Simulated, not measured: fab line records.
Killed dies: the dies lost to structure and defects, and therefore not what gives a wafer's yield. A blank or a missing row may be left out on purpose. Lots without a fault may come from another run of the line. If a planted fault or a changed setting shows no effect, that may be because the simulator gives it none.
Split-lot trial -- flow n5Finfet -- on a route of 1938 steps: 7 lots, 21 wafers read

== ON THE SPLIT ==
At N5_HKMG_FIN_PEB_10 (peb time 60 s), the setting pebTimeS was moved away from the recipe's 60 s on 6 of the 21 wafers read, by -9.9% to +20.6%. All remaining wafers had this setting at the recipe value.

== FROM THE SPLIT TO THE READING: what the file shows between them, 1 step ==
- N5_HKMG_FIN_DEVELOP_11: develop time 30 s (also split here: developTimeS)

== THE READING ==
cdNm at N5_HKMG_FIN_CD_MEAS_12, given in nm (cd target 92.8 nm). Fault-free wafers of this fab line usually give 92.2 nm, standard deviation 0.65 nm.

wafer,"tool, chamber at the split","pebTimeS as run, s",against the recipe,"cdNm, nm",against lot-mates on the recipe
L085.1,"lithoTrack-04, 0",60,recipe,92.9,-
L085.2,"lithoTrack-04, 0",60,recipe,92.6,-
L085.3,"lithoTrack-04, 0",70.37,+17.3%,97.3,+4.5
L086.1,"lithoTrack-02, 0",54.07,-9.9%,88.4,-3.8
L086.2,"lithoTrack-02, 0",60,recipe,92.4,-
L086.4,"lithoTrack-02, 0",60,recipe,92.1,-
L088.3,"lithoTrack-03, 0",72.33,+20.6%,98.2,+5.2
L088.4,"lithoTrack-03, 0",72.33,+20.6%,99.5,+6.5
L088.6,"lithoTrack-03, 0",60,recipe,93.0,-
L089.1,"lithoTrack-02, 0",60,recipe,91.1,-
L089.4,"lithoTrack-02, 0",60,recipe,90.2,-
L089.6,"lithoTrack-02, 0",60,recipe,90.0,-
L090.1,"lithoTrack-03, 0",60,recipe,92.0,-
L090.4,"lithoTrack-03, 0",69.45,+15.7%,97.0,+5.0
L090.6,"lithoTrack-03, 0",69.45,+15.7%,98.1,+6.1
L091.2,"lithoTrack-02, 0",60,recipe,91.6,-
L091.3,"lithoTrack-02, 0",60,recipe,92.2,-
L091.5,"lithoTrack-02, 0",60,recipe,92.6,-
L096.4,"lithoTrack-03, 0",60,recipe,92.5,-
L096.5,"lithoTrack-03, 0",60,recipe,92.0,-
L096.6,"lithoTrack-03, 0",60,recipe,92.1,-

THE FIT
A straight line over all 21 wafers: cdNm changes by +0.339 nm for each +1% of pebTimeS; r = +0.96; the points scatter about the line by 0.83 nm.
The same after taking each lot's own level away (the mean of its wafers on the recipe; 21 wafers): +0.309 nm for each +1%; r = +0.98; scatter 0.54 nm.
On that fit, the largest move of pebTimeS shifts the reading by 6.3 nm.
Across the lots, their own levels run from 90.43 to 93.00 nm, a range of 3.9 times the standard deviation given above.
Consequently the slope shifts little with the lot-to-lot level, the two slopes agreeing.
Check: +6.64 nm against its lot-mates is what the line predicts for one of the wafers moved furthest among these (+20.6%) when that wafer is left out of the fit. Against them it came out at +5.2 nm.

== FURTHER SPLITS ON THESE WAFERS ==
Before the reading, these wafers also passed through other splits. Each is held against what the fit with the lots' levels taken away leaves over:
other split on the same wafers,wafers away from the commonest value,r with cdNm (lot level and that fit taken away)
N5_SD_EPI_N_EPI_21 tempC,12,-0.35
N5_HKMG_FIN_DEVELOP_11 developTimeS,6,+0.09

== THE FILE'S OWN FIT ==
cdNm changes by +0.303 nm for each +1% of pebTimeS, r = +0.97.
